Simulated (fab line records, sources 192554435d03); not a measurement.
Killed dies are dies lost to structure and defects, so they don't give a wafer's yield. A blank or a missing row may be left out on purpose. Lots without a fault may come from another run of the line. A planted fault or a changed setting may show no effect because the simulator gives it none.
Chamber matching | flow n5_finfet | N5_SDB_STRIP_21 on rie_diel-01: 4 sister chambers
The step strips in CF4. 4 wafers are shown with their chamber, then 7 later ones without.

WAFERS WITH THEIR CHAMBER
wafer  | chamber | drypump_motor_current_A (A)
L869.1 | 0       | 6.7
L873.2 | 3       | 5.4
L876.1 | 1       | 6.5
L876.4 | 2       | 5.3

WAFERS WITHOUT THEIR CHAMBER
wafer  | drypump_motor_current_A (A)
L876.5 | 6.7
L885.1 | 6.4
L885.4 | 5.3
L885.6 | 5.5
L887.2 | 5.3
L887.3 | 6.7
L887.4 | 6.4

WHICH CHAMBER EACH WENT THROUGH
wafer  | from the rows above     | in truth
L876.5 | 0                       | 0
L885.1 | 1                       | 1
L885.4 | can't be placed: 2 or 3 | 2
L885.6 | can't be placed: 3 or 2 | 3
L887.2 | can't be placed: 2 or 3 | 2
L887.3 | 0                       | 0
L887.4 | 1                       | 1
Placed correctly: 4 of 7. Can't be placed from these rows: 3 (the true chamber is among the candidates in 3). Placed wrongly: 0.
How it was worked out, from the rows above alone: a wafer's distance from a chamber is the root of the sum, over the readings, of the square of ((its reading less the chamber's mean) divided by the reading's scatter). The wafer belongs to the nearest chamber; if the next one is less than 2 further off, it can't be placed. A chamber's mean is the mean of its shown wafers. The scatter: with one shown wafer a chamber, the root of the mean of the squares of how far each hidden wafer lies from its nearest shown one.
